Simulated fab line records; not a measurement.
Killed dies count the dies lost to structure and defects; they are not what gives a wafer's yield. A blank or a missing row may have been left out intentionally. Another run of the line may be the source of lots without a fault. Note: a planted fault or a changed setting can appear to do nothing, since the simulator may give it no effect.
Matching of chambers	flow n5-finfet	N5_BEOL_M8_DESCUM_16 on rie-diel-04: 4 sister chambers
The step chemistry O2, time 7.9 s. 16 wafers are shown with their chamber, then 8 later ones without.

## EACH WAFER AND ITS CHAMBER
wafer	chamber	showerhead-plenum-p-Torr (Torr)	throttle-valve-pct (%)	oes-product-au (a.u.)
L079.3	0	1.97	20.51	0.70
L079.4	2	2.05	20.38	0.86
L079.6	0	1.97	20.52	0.69
L081.1	0	1.97	20.51	0.69
L081.2	3	1.97	20.32	0.69
L081.5	2	2.05	20.37	0.86
L085.2	1	2.14	20.59	0.70
L085.4	3	1.96	20.32	0.68
L085.6	0	1.96	20.53	0.68
L084.1	3	1.96	20.34	0.68
L084.5	1	2.14	20.61	0.68
L084.6	0	1.96	20.54	0.68
L090.2	1	2.14	20.61	0.69
L090.3	0	1.96	20.54	0.67
L090.4	2	2.04	20.40	0.83
L091.1	3	1.96	20.35	0.68

SIGNATURES, as means of the wafers listed above
reading	chamber 0	chamber 1	chamber 2	chamber 3	scatter within a chamber
showerhead-plenum-p-Torr	1.9650	2.1400	2.0467	1.9625	0.00493
throttle-valve-pct	20.5250	20.6033	20.3833	20.3325	0.014
oes-product-au	0.6850	0.6900	0.8500	0.6825	0.0109
Rule: a wafer lies at a distance from a chamber equal to the root of the sum of squares, over the readings, of (its reading less the chamber's mean, divided by the reading's scatter). The wafer belongs to the nearest chamber; if the next one is less than 2 further off, it can't be placed. How the scatter is found: for the shown wafers, subtract from each reading the mean of its chamber, square and add these, divide the total by (wafers less chambers), then take the root.

## WAFERS WITHOUT THEIR CHAMBER
wafer	showerhead-plenum-p-Torr (Torr)	throttle-valve-pct (%)	oes-product-au (a.u.)
L091.3	1.96	20.56	0.67
L091.4	1.96	20.35	0.67
L096.1	2.13	20.30	0.95
L096.2	2.03	20.45	0.82
L096.4	1.96	20.57	0.66
L097.4	1.95	20.38	0.66
L097.5	2.13	20.31	0.93
L097.6	2.03	20.46	0.81

## CHAMBER TAKEN BY EACH
wafer	from the rows above	in truth
L091.3	0	0
L091.4	3	3
L096.1	2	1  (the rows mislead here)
L096.2	2	2
L096.4	0	0
L097.4	3	3
L097.5	2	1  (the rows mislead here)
L097.6	2	2
Correctly placed: 6 of 8. Can't be placed from these rows: 0. Wrongly placed: 2.
